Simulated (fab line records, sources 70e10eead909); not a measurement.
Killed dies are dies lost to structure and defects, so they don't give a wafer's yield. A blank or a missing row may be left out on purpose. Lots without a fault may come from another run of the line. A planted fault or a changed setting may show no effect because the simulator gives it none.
A struck lot beside a sound one | flow nand_harc | 14 steps out of a route of 1159
Sound: wafers L190.1, L190.3, L190.4. Struck: wafer L203.1. (L203.3, L203.6 of the same lot were not struck and are left out.) The cause comes at the end.
At each step with rows: each side's tool, then ch and its chambers, then its first start. Under that, the readings that differ: sound wafers | struck wafers | difference of the means | sigmas: that difference in standard deviations of wafers without a fault.
alike: readings whose means differ by less than 2 such deviations, and words and numbers that are the same on both sides. not compared: withheld readings, readings that some wafer has no value for, bounds like >300 that may hide the same value, and numbers for which the record gives no deviation and whose values overlap.
The two part at a step that has a row with sigmas, a row that says differs or no value, or rows on one side only. Numbers that don't overlap but have no deviation are shown without sigmas and don't part them. A reading that every wafer of one side lacks parts them only if that side has two wafers or more.

NHARC_A_BLC_PVD_32: deposits Ti, target thk 5 nm, time 17.7 s.
  sound on pvd_sputter-01; struck on pvd_sputter-02
  alike: chamber_pressure_pa, throttle_valve_pct
NHARC_A_BLC_ALD_23: deposits TiN, target thk 3 nm, pulse time 1 s, ald cycles 150.
  sound on ald_metal-02 ch 0,1,3, day 18 11:26; struck on ald_metal-02 ch 0, day 23 06:03
  alike: heater_power_w, precursor_pulse_height_rel
NHARC_A_BLC_CVD_24: deposits W, target thk 150 nm, time 434 s.
  sound on cvd_w-02 ch 0,1; struck on cvd_w-02 ch 1
  alike: heater_power_w, throttle_valve_pct
NHARC_A_BLC_CMP_25: polishes, t overpolish 30 s, target thk 150 nm.
  sound on cmp-02 ch 0,1,3, day 18 19:28; struck on cmp-02 ch 3, day 23 09:05
  alike: motor_current_A, overpolish_run_s, time_to_endpoint_s
then, 1 step without rows for these wafers: NHARC_A_BLC_SRD_27.
NHARC_A_BLC_INSPECT_28:
  sound on defect_inspect-01, day 18 19:51; struck on defect_inspect-01, day 23 09:29
  alike: raw_defect_count
then, 5 steps without rows for these wafers: NHARC_A_M0_DEP_00 (deposits SiOC, target thk 150 nm); NHARC_A_M0_DEHYDRATE_01 (time 120 s); NHARC_A_M0_HMDS_02 (time 30 s); NHARC_A_M0_COAT_33 (time 65 s); NHARC_A_M0_COAT_03 (resist thk 90 nm).
NHARC_A_M0_SOFTBAKE_04: time 55 s.
  sound on litho_track-01 ch 0, day 18 20:00; struck on litho_track-04 ch 0, day 23 10:00
  reading                  | sound                | struck | difference | sigmas
  heater_power_total_W (W) | 188.45 188.43 188.34 | 323.03 | +134.62    | +99 or more
  not compared: plate_temp_C
then, 1 step without rows for these wafers: NHARC_A_M0_EBR_05.
NHARC_END_SORT_01:
  sound on prober-01 ch 0, day 20 18:40; struck on prober-01 ch 0, day 25 09:43
  alike: defect_limited_yield, killed_at_array, killed_at_other, killed_at_periphery, killed_dies, killed_open, killed_short, sort_bin_2_pct, sort_bin_3_pct, sort_bin_4_pct, sort_n_pass, sort_rim_yield_pct, sort_yield_pct

WHERE THEY PART
Only at NHARC_A_M0_SOFTBAKE_04, within this record. Later steps at which nothing parts them and some readings are alike: NHARC_END_SORT_01.

WHY: what the simulator had put in
Process parameter drift: litho_track-04, from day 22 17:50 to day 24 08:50, at NHARC_A_M0_SOFTBAKE_04. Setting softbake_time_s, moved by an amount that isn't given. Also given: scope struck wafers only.
